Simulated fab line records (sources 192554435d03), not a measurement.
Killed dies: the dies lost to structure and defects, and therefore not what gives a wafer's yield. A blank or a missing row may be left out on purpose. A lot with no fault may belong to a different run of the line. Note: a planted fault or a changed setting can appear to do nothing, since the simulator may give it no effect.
Lot-split experiment | flow n5-finfet | on a route of 1938 steps: 7 lots, 21 wafers read

## SPLIT DETAILS
At N5_BEOL_M14_COAT_66 (time 60 s, resist thk 110 nm), the setting spin-rpm was moved away from the recipe's 1500 rpm on 8 of the 21 wafers read, by -11.2% to +5.3%. All remaining wafers had this setting at the recipe value.

## FROM THE SPLIT TO THE READING: what the file shows between them, 5 steps
- N5_BEOL_M14_EXPOSE_25: exposes mask M14, target cd 280 nm (also split here: dose-mj)
- N5_BEOL_M14_PEB_26: peb time 90 s
- N5_BEOL_M14_DEVELOP_27: develop time 45 s
- N5_BEOL_M14_DESCUM_33: chemistry O2, time 7.9 s
- N5_BEOL_M14_ETCH_67: etches SiARC in CF4, target depth 143 nm, time 238.3 s

## THE READING
SiARC_of_BEOL_M14_COAT_66.thk-nm (the simulator's own value, which no gauge read), in nm, at N5_BEOL_M14_ETCH_68 (etches SOC in N2/H2, time 450 s). The file does not state a usual value for it. Across the 13 wafers here that went through the recipe, the average is 64.6 nm and the standard deviation 0.65 nm.

wafer  | tool, chamber at the split | spin-rpm as run, rpm | against the recipe | SiARC_of_BEOL_M14_COAT_66.thk-nm, nm | against lot-mates on the recipe
L076.3 | litho-track-04, 0          | 1551                 | +3.4%              | 62.8                                 | -1.6
L076.4 | litho-track-04, 0          | 1551                 | +3.4%              | 62.4                                 | -2.0
L076.6 | litho-track-04, 0          | 1500                 | recipe             | 64.4                                 | -
L080.1 | litho-track-03, 0          | 1500                 | recipe             | 66                                   | -
L080.3 | litho-track-03, 0          | 1500                 | recipe             | 64.4                                 | -
L080.5 | litho-track-03, 0          | 1500                 | recipe             | 65                                   | -
L081.1 | litho-track-01, 0          | 1500                 | recipe             | 63.8                                 | -
L081.2 | litho-track-01, 0          | 1500                 | recipe             | 64.6                                 | -
L081.4 | litho-track-01, 0          | 1500                 | recipe             | 64.4                                 | -
L084.2 | litho-track-03, 0          | 1500                 | recipe             | 64.4                                 | -
L084.3 | litho-track-03, 0          | 1500                 | recipe             | 65.4                                 | -
L084.4 | litho-track-03, 0          | 1500                 | recipe             | 64.2                                 | -
L085.1 | litho-track-01, 0          | 1579                 | +5.3%              | 61.2                                 | -2.8
L085.2 | litho-track-01, 0          | 1500                 | recipe             | 64                                   | -
L085.4 | litho-track-01, 0          | 1579                 | +5.3%              | 62                                   | -2.0
L093.2 | litho-track-01, 0          | 1332                 | -11.2%             | 70.2                                 | +6.2
L093.3 | litho-track-01, 0          | 1500                 | recipe             | 64                                   | -
L093.5 | litho-track-01, 0          | 1332                 | -11.2%             | 70.6                                 | +6.6
L095.1 | litho-track-03, 0          | 1572                 | +4.8%              | 62.8                                 | -2.8
L095.2 | litho-track-03, 0          | 1500                 | recipe             | 65.6                                 | -
L095.5 | litho-track-03, 0          | 1572                 | +4.8%              | 62.2                                 | -3.4

FIT RESULTS
A straight line over all 21 wafers: SiARC_of_BEOL_M14_COAT_66.thk-nm changes by -0.52 nm for each +1% of spin-rpm; r = -0.97; the points scatter about the line by 0.59 nm.
The same after taking each lot's own level away (the mean of its wafers on the recipe; 21 wafers): -0.561 nm for each +1%; r = -0.98; scatter 0.47 nm.
The reading moves by 6.3 nm for the largest change in spin-rpm, on that fit.
The span of the lots' own levels, 64.00 to 65.60 nm, comes to 2.5 times the standard deviation stated above.
The two slopes agree, so the slope changes little with the lot-to-lot level.
Check: for one of the wafers moved furthest among these (-11.2%), held out of the fit, the line's prediction against its lot-mates is +6.4 nm. It came out at +6.2 nm against them.

## THESE WAFERS: OTHER SPLITS
Other splits were also applied to these wafers ahead of the reading. Each is held against what the fit with the lots' levels taken away leaves over:
other split on the same wafers | wafers away from the commonest value | r with SiARC_of_BEOL_M14_COAT_66.thk-nm (lot level and that fit taken away)
N5_BEOL_M14_EXPOSE_25 dose-mj  | 5                                    | +0.05

## THE WHOLE CHAIN: every reading that the file lists as answering this split, in the file's order
step                | what it does                                           | reading                                                                           | change (the file's fit)               | r (the file's)
N5_BEOL_M14_COAT_66 | time 60 s, resist thk 110 nm                           | SiARC_of_BEOL_M14_COAT_66.thk-nm (the simulator's own value, which no gauge read) | -0.602 nm for each +1% of the setting | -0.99
N5_BEOL_M14_ETCH_67 | etches SiARC in CF4, target depth 143 nm, time 238.3 s | etch.depth-nm (the simulator's own value, which no gauge read)                    | -0.598 nm for each +1% of the setting | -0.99
N5_BEOL_M14_ETCH_67 | etches SiARC in CF4, target depth 143 nm, time 238.3 s | coat_of_BEOL_M14_COAT_22.thk-nm (the simulator's own value, which no gauge read)  | +0.423 nm for each +1% of the setting | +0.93
N5_BEOL_M14_ETCH_68 | etches SOC in N2/H2, time 450 s                        | SiARC_of_BEOL_M14_COAT_66.thk-nm (the simulator's own value, which no gauge read) | -0.561 nm for each +1% of the setting | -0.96

## FILE'S OWN FIT
SiARC_of_BEOL_M14_COAT_66.thk-nm changes by -0.561 nm for each +1% of spin-rpm, r = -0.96.
